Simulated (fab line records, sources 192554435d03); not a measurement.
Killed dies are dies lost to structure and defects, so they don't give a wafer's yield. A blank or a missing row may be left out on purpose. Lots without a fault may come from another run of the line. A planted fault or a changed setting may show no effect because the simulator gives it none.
Split-lot experiment | flow n5_finfet | 7 lots, 39 wafers read, on a route of 1938 steps

THE SPLIT
At N5_BEOL_M0_SAQP_PECVD_04 (deposits a-Si from SiH4/He, target thk 60 nm, time 60.2 s), the setting time_s was moved away from the recipe's 60.2 s on 9 of the 39 wafers read, by -47.0% to +48.6%. The other wafers ran this setting at the recipe's value.

FROM THE SPLIT TO THE READING: what the file shows between them, 5 steps
- N5_BEOL_M0_SAQP_THK_MEAS_05
- N5_BEOL_M0_SAQP_HM_DEP_111: deposits SiO2 from SiH4/N2O, target thk 12 nm, time 7.2 s
- N5_BEOL_M0_SAQP_COAT_81: time 60 s, resist thk 100 nm
- N5_BEOL_M0_SAQP_HM_OPEN_112: chemistry CHF3/O2, target SiO2, stops on a-Si, target depth 12 nm, time 13.5 s
- N5_BEOL_M0_SAQP_STRIP_113: strips in CHF3/O2

THE READING
oes_product_au, in a.u., at N5_BEOL_M0_SAQP_MANDREL_ETCH_20 (etches a-Si in HBr/Cl2, stops on SiNx, target depth 60 nm, bt time 10 s, time 30 s). Fault-free wafers of this fab line usually give 0.772 a.u., standard deviation 0.012 a.u..

wafer  | tool, chamber at the split | time_s as run, s | against the recipe | oes_product_au, a.u. | against lot-mates on the recipe
L077.1 | pecvd-02, 0                | 60.2             | recipe             | 0.764                | -
L077.2 | pecvd-02, 1,2              | 60.2             | recipe             | 0.771                | -
L077.3 | pecvd-02, 2                | 60.2             | recipe             | 0.777                | -
L077.4 | pecvd-02, 1                | 60.2             | recipe             | 0.742                | -
L077.5 | pecvd-02, 1,2              | 60.2             | recipe             | 0.769                | -
L077.6 | pecvd-02, 0                | 60.2             | recipe             | 0.777                | -
L078.1 | pecvd-03, 1                | 60.2             | recipe             | 0.763                | -
L078.2 | pecvd-03, 0                | 60.2             | recipe             | 0.764                | -
L078.3 | pecvd-03, 2                | 60.2             | recipe             | 0.774                | -
L078.4 | pecvd-03, 2                | 60.2             | recipe             | 0.778                | -
L078.5 | pecvd-03, 0,1              | 60.2             | recipe             | 0.771                | -
L078.6 | pecvd-03, 0,1              | 60.2             | recipe             | 0.758                | -
L081.1 | pecvd-03, 0                | 60.2             | recipe             | 0.777                | -
L081.2 | pecvd-03, 1                | 60.2             | recipe             | 0.756                | -
L081.3 | pecvd-03, 0,1              | 60.2             | recipe             | 0.773                | -
L081.4 | pecvd-03, 0,1              | 60.2             | recipe             | 0.757                | -
L081.5 | pecvd-03, 0                | 60.2             | recipe             | 0.768                | -
L081.6 | pecvd-03, 1                | 60.2             | recipe             | 0.773                | -
L085.1 | pecvd-03, 2                | 60.2             | recipe             | 0.760                | -
L085.2 | pecvd-03, 1                | 60.2             | recipe             | 0.772                | -
L085.4 | pecvd-03, 0                | 60.2             | recipe             | 0.758                | -
L086.1 | pecvd-02, 1                | 84.6             | +40.5%             | 0.934                | +0.164
L086.2 | pecvd-02, 2                | 60.2             | recipe             | 0.766                | -
L086.3 | pecvd-02, 0                | 60.2             | recipe             | 0.775                | -
L086.4 | pecvd-02, 0                | 84.6             | +40.5%             | 0.953                | +0.183
L086.5 | pecvd-02, 2                | 60.2             | recipe             | 0.768                | -
L086.6 | pecvd-02, 1                | 84.6             | +40.5%             | 0.948                | +0.178
L095.1 | pecvd-01, 2,1              | 60.2             | recipe             | 0.783                | -
L095.2 | pecvd-01, 1                | 60.2             | recipe             | 0.782                | -
L095.3 | pecvd-01, 0                | 89.44            | +48.6%             | 0.979                | +0.198
L095.4 | pecvd-01, 2,1              | 60.2             | recipe             | 0.777                | -
L095.5 | pecvd-01, 2                | 89.44            | +48.6%             | 1.001                | +0.220
L095.6 | pecvd-01, 0                | 89.44            | +48.6%             | 0.981                | +0.200
L096.1 | pecvd-01, 1                | 60.2             | recipe             | 0.779                | -
L096.2 | pecvd-01, 0                | 60.2             | recipe             | 0.763                | -
L096.3 | pecvd-01, 2                | 60.2             | recipe             | 0.755                | -
L096.4 | pecvd-01, 2                | 31.92            | -47.0%             | 0.575                | -0.191
L096.5 | pecvd-01, 0                | 31.92            | -47.0%             | 0.573                | -0.193
L096.6 | pecvd-01, 1                | 31.92            | -47.0%             | 0.543                | -0.223
Where a row lists several chambers, the file gives one row for several wafers and doesn't say which wafer went through which chamber.

THE FIT
A straight line over all 39 wafers: oes_product_au changes by +0.00441 a.u. for each +1% of time_s; r = +0.99; the points scatter about the line by 0.01 a.u..
The same after taking each lot's own level away (the mean of its wafers on the recipe; 39 wafers): +0.00429 a.u. for each +1%; r = +1.00; scatter 0.0092 a.u..
On that fit, the largest move of time_s shifts the reading by 0.21 a.u..
The lots' own levels span 0.7633 to 0.7807 a.u., that is 1.4 times the standard deviation above.
So the lot-to-lot level changes the slope little: the two slopes agree.
Check: with one of the wafers moved furthest among these (+48.6%) left out of the fit, the line predicts +0.21 a.u. for it against its lot-mates. It came out at +0.198 a.u. against them.

THE WHOLE CHAIN: every reading that the file lists as answering this split, in the file's order
step                            | what it does                                                                       | reading                                                                               | change (the file's fit)                   | r (the file's)
N5_BEOL_M0_SAQP_PECVD_04        | deposits a-Si from SiH4/He, target thk 60 nm, time 60.2 s                          | a-Si_of_BEOL_M0_SAQP_PECVD_04.thk_nm (the simulator's own value, which no gauge read) | +0.607 nm for each +1% of the setting     | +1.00
N5_BEOL_M0_SAQP_THK_MEAS_05     |                                                                                    | thk_nm                                                                                | withheld for each +1% of the setting      | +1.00
N5_BEOL_M0_SAQP_MANDREL_ETCH_20 | etches a-Si in HBr/Cl2, stops on SiNx, target depth 60 nm, bt time 10 s, time 30 s | oes_product_au                                                                        | +0.00428 a.u. for each +1% of the setting | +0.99
N5_BEOL_M0_SAQP_MANDREL_ETCH_20 | etches a-Si in HBr/Cl2, stops on SiNx, target depth 60 nm, bt time 10 s, time 30 s | etch.depth_nm (the simulator's own value, which no gauge read)                        | +0.601 nm for each +1% of the setting     | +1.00

THE FILE'S OWN FIT
oes_product_au changes by +0.00428 a.u. for each +1% of time_s, r = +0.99.
